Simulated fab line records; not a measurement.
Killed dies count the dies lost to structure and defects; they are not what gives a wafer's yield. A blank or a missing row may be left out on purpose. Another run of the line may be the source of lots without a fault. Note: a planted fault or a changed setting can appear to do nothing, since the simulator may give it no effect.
The tool behind it: which one?    flow n5 finfet    8 lots, 23 wafers sampled, at 8 steps of a route of 1938

== WHAT THE GAUGES READ, wafer by wafer ==
N5_BEOL_M4_RC_MEAS_101. Usual: DIBL_N 36.0 mV/V, standard deviation 2.5; DIBL_P 36.2 mV/V, standard deviation 3; IOFF_N 0.16 nA/um, standard deviation 0.044; IOFF_P 0.21 nA/um, standard deviation 0.049; ION_N 671 uA/um, standard deviation 15; ION_P 461 uA/um, standard deviation 8.7; SS_N 71.5 mV/dec, standard deviation 0.72; SS_P 73.4 mV/dec, standard deviation 0.9; VT_N 251 mV, standard deviation 4.4; VT_P -250 mV, standard deviation 4.
lot   measured      on         DIBL_N (mV/V)   DIBL_P (mV/V)   IOFF_N (nA/um)  IOFF_P (nA/um)  ION_N (uA/um)  ION_P (uA/um)  SS_N (mV/dec)   SS_P (mV/dec)   VT_N (mV)    VT_P (mV)       flag
L321  day 8 21:51   prober-01  39.1 36.2 35.8  39.3 36.5 34.4  0.23 0.17 0.16  0.27 0.23 0.20  683 688 659    463 468 451    73.2 71.3 71.9  74.2 73.4 73.2  247 248 249  -246 -248 -248  
L323  day 9 23:35   prober-01  37.4 38.0 38.5  38.6 39.2 39.4  0.19 0.19 0.20  0.24 0.25 0.24  694 670 678    470 454 457    72.2 72.3 72.9  73.8 73.3 74.5  249 250 249  -247 -252 -251  
L332  day 11 18:24  prober-01  36.0 36.6 35.9  36.7 38.2 35.8  0.15 0.17 0.15  0.22 0.24 0.19  671 686 658    461 471 450    71.7 71.6 72.3  73.2 74.0 73.3  252 250 254  -247 -244 -253  
L331  day 11 20:52  prober-02  40.2 38.9 38.6  39.5 37.9 36.6  0.21 0.18 0.17  0.29 0.24 0.22  695 676 668    476 471 456    72.0 72.1 71.9  74.3 73.6 73.7  243 247 250  -245 -248 -250  
L334  day 12 11:42  prober-02  34.1 37.7 34.2  35.5 38.3 35.0  0.13 0.21 0.14  0.21 0.25 0.20  669 676 667    466 466 466    71.0 72.5 71.3  73.4 74.1 73.2  251 247 249  -248 -247 -252  
L338  day 12 22:44  prober-01  33.0 32.5 35.2  31.1 31.6 35.9  0.10 0.10 0.14  0.15 0.15 0.21  653 643 668    454 447 456    71.0 70.5 71.3  71.9 72.3 73.8  258 259 250  -255 -253 -251  
L341  day 13 20:39  prober-01  40.1 36.2 37.9  40.6 35.1 37.6  0.25 0.13 0.19  0.31 0.19 0.25  689 651 675    470 453 463    73.0 71.1 71.8  74.3 73.0 73.6  245 255 246  -242 -252 -246  
L342  day 14 06:51  prober-02  37.1 34.0       38.2 34.5       0.17 0.12       0.21 0.16       685 675        470 460        71.1 70.8       74.5 73.5       253 252      -253 -258       

N5_BEOL_M14_OVL_MEAS_29. Usual: M14_OVL gives 1 nm (standard deviation 5).
lot   measured      on          M14_OVL (nm)  flag
L321  day 12 02:32  overlay-02  2 4 3         
L323  day 13 04:40  overlay-02  -5 0 -3       
L332  day 14 15:37  overlay-01  7 7 2         
L331  day 14 22:40  overlay-02  11 0 -2       
L334  day 15 09:47  overlay-02  4 -1 4        
L338  day 16 09:58  overlay-02  5 9 5         
L341  day 17 00:25  overlay-01  -2 -2 4       
L342  day 17 12:12  overlay-01  2 6           

N5_BEOL_M14_THK_MEAS_50: measures by xrf. Usual: M14_THK gives 556 nm (standard deviation 20).
lot   measured      on             M14_THK (nm)    flag
L321  day 12 07:22  film metro-02  529 533 557     
L323  day 13 08:24  film metro-02  524 544 583     
L332  day 14 20:25  film metro-02  559 565 568     
L331  day 15 03:04  film metro-02  1265 1269 1257  OFF
L334  day 15 16:28  film metro-01  1268 1268 1256  OFF
L338  day 16 12:51  film metro-01  582 573 567     
L341  day 17 04:19  film metro-01  560 558 562     
L342  day 17 21:37  film metro-01  528 573         

N5_BEOL_M14_RS_MEAS_54: measures by four-point-probe. Usual: M14_RS gives 0.0335 ohm/sq (standard deviation 0.0012).
lot   measured      on             M14_RS (ohm/sq)       flag
L321  day 12 07:29  film metro-01  0.0348 0.0346 0.0332  
L323  day 13 08:32  film metro-02  0.0356 0.0343 0.0318  
L332  day 14 20:32  film metro-02  0.0335 0.0330 0.0331  
L331  day 15 03:12  film metro-02  0.0134 0.0133 0.0135  OFF
L334  day 15 16:35  film metro-01  0.0134 0.0134 0.0135  OFF
L338  day 16 12:59  film metro-02  0.0320 0.0326 0.0332  
L341  day 17 04:27  film metro-01  0.0331 0.0329 0.0332  
L342  day 17 21:46  film metro-01  0.0352 0.0326         

N5_BEOL_M14_INSPECT_55: inspects for defects (darkfield). Usual: raw defect count reads 66 (standard deviation 22).
lot   measured      on                 raw defect count  flag
L321  day 12 07:31  defect inspect-01  59 48 52          
L323  day 13 08:34  defect inspect-01  40 58 61          
L332  day 14 20:34  defect inspect-01  73 75 56          
L331  day 15 03:13  defect inspect-01  6554 6581 6412    OFF
L334  day 15 16:37  defect inspect-01  6569 6528 6484    OFF
L338  day 16 13:01  defect inspect-02  64 65 82          
L341  day 17 04:29  defect inspect-01  80 90 83          
L342  day 17 21:48  defect inspect-02  48 43             

N5_BEOL_M15_THK_MEAS_01. Usual: M15_ILD_THK gives 1623 nm (standard deviation 25).
lot   measured      on             M15_ILD_THK (nm)  flag
L321  day 12 07:48  film metro-02  1652 1689 1652    
L323  day 13 08:50  film metro-02  1612 1597 1633    
L332  day 14 20:52  film metro-02  1618 1606 1638    
L338  day 16 13:17  film metro-02  1641 1594 1657    
L341  day 17 04:46  film metro-02  1619 1660 1648    
L342  day 17 22:05  film metro-01  1596 1647         

== TOOL THAT RAN EACH LOT (tool first, then ch and the chambers of the sampled wafers, then the start) ==
lot   N5_BEOL_M14_ETCH_68                 N5_BEOL_M14_CMP_49
L321  rie diel-02 ch 0,2, day 12 03:13    cmp-02 ch 1,2,3, day 12 07:04
L323  rie diel-02 ch 1,2,3, day 13 05:03  cmp-01 ch 0,2,3, day 13 08:07
L332  rie diel-01 ch 2,3, day 14 15:52    cmp-02 ch 0,1,3, day 14 20:11
L331  rie diel-02 ch 2,3, day 14 22:54    cmp-02 ch 0,2,3, day 15 02:47
L334  rie diel-02 ch 2,3, day 15 10:03    cmp-02 ch 2,3, day 15 16:12
L338  rie diel-01 ch 0,1,3, day 16 10:17  cmp-04 ch 1,2,3, day 16 12:34
L341  rie diel-01 ch 1,2, day 17 00:39    cmp-01 ch 2,3, day 17 04:04
L342  rie diel-02 ch 1,3, day 17 12:26    cmp-02 ch 0,2, day 17 21:23
- N5_BEOL_M14_ETCH_68: etches SOC in N2/H2, time 450 s.
- N5_BEOL_M14_CMP_49: polishes, stops on SiO2, t overpolish 5.2 s, target thk 560 nm.

== WHAT THE TOOLS THEMSELVES READ (means of the sampled wafers that have a number; where no wafer has one, the mark that the record gives instead) ==
N5_BEOL_M14_ETCH_68. Usual: bias w 350.0 W, standard deviation 1.1; drypump motor current A 5.9 A, standard deviation 0.44; oes product au 0.79 a.u., standard deviation 0.093; rf vpp V 523.9 V, standard deviation 2.5; showerhead plenum p Torr 2.55 Torr, standard deviation 0.08; throttle valve pct 17.9 %, standard deviation 0.31.
lot   tool         bias w (W)  drypump motor current A (A)  oes product au (a.u.)  rf vpp V (V)  showerhead plenum p Torr (Torr)  throttle valve pct (%)  flag
L321  rie diel-02  349.6       5.6                          0.75                   524.1         2.55                             18.1                    
L323  rie diel-02  349.7       5.8                          0.78                   522.5         2.50                             18.0                    
L332  rie diel-01  348.3       5.7                          0.71                   524.5         2.55                             18.0                    
L331  rie diel-02  348.9       5.9                          0.81                   522.3         2.51                             18.0                    
L334  rie diel-02  349.5       5.8                          0.79                   521.7         2.51                             18.0                    
L338  rie diel-01  350.7       6.2                          0.80                   525.5         2.60                             17.8                    
L341  rie diel-01  350.3       6.0                          0.90                   525.8         2.61                             17.7                    
L342  rie diel-02  349.0       5.9                          0.74                   522.0         2.46                             18.1                    

N5_BEOL_M14_CMP_49. Usual: barrier field endpoint s 11.3 s, standard deviation 0.32; clearing platen down force psi 2.000 psi, standard deviation 0.004; motor current A 8.0 A, standard deviation 1; overpolish run s 5.201 s, standard deviation 0.0098; time to endpoint s 121 s, standard deviation 5.3.
lot   tool    barrier field endpoint s (s)  clearing platen down force psi (psi)  motor current A (A)  overpolish run s (s)  time to endpoint s (s)  flag
L321  cmp-02  11.3                          1.998                                 8.6                  5.203                 122                     
L323  cmp-01  11.1                          2.002                                 7.2                  5.199                 120                     
L332  cmp-02  11.6                          2.001                                 8.9                  5.206                 125                     
L331  cmp-02  -                             -                                     -                    -                     -                       OFF
L334  cmp-02  -                             -                                     -                    -                     -                       OFF
L338  cmp-04  11.1                          2.005                                 7.2                  5.203                 116                     
L341  cmp-01  11.1                          1.999                                 6.4                  5.207                 123                     
L342  cmp-02  11.2                          2.000                                 8.3                  5.203                 118                     

== THE ANSWER, worked out from the rows above alone ==
Rule: a lot is off if the mean of its wafers that have a number lies more than 3 standard deviations from the usual mean. Also off: a lot with no number at a reading for which 4 or more lots have one. Where the step has rows for the other lots, those lots are counted as sound. After the gauges, taken in route order, come the tools' own readings; for these a lot's mean is taken, as printed above. The first step at which some lot is off is used, and at that step the reading that is off furthest; a lot without a number counts as furthest.
Off: at N5_BEOL_M14_THK_MEAS_50 (M14_THK), L331, L334.
A tool fits if, at a process step before that reading, it ran every lot that is off, and no sound lot after the first of them. Not tried: the gauges at N5_BEOL_M14_THK_MEAS_50; whatever is off there is also off at N5_BEOL_M14_INSPECT_55, on other tools, and gauge error can't account for it. None of those tried fits.

== WHAT THE SIMULATOR PUT IN ==
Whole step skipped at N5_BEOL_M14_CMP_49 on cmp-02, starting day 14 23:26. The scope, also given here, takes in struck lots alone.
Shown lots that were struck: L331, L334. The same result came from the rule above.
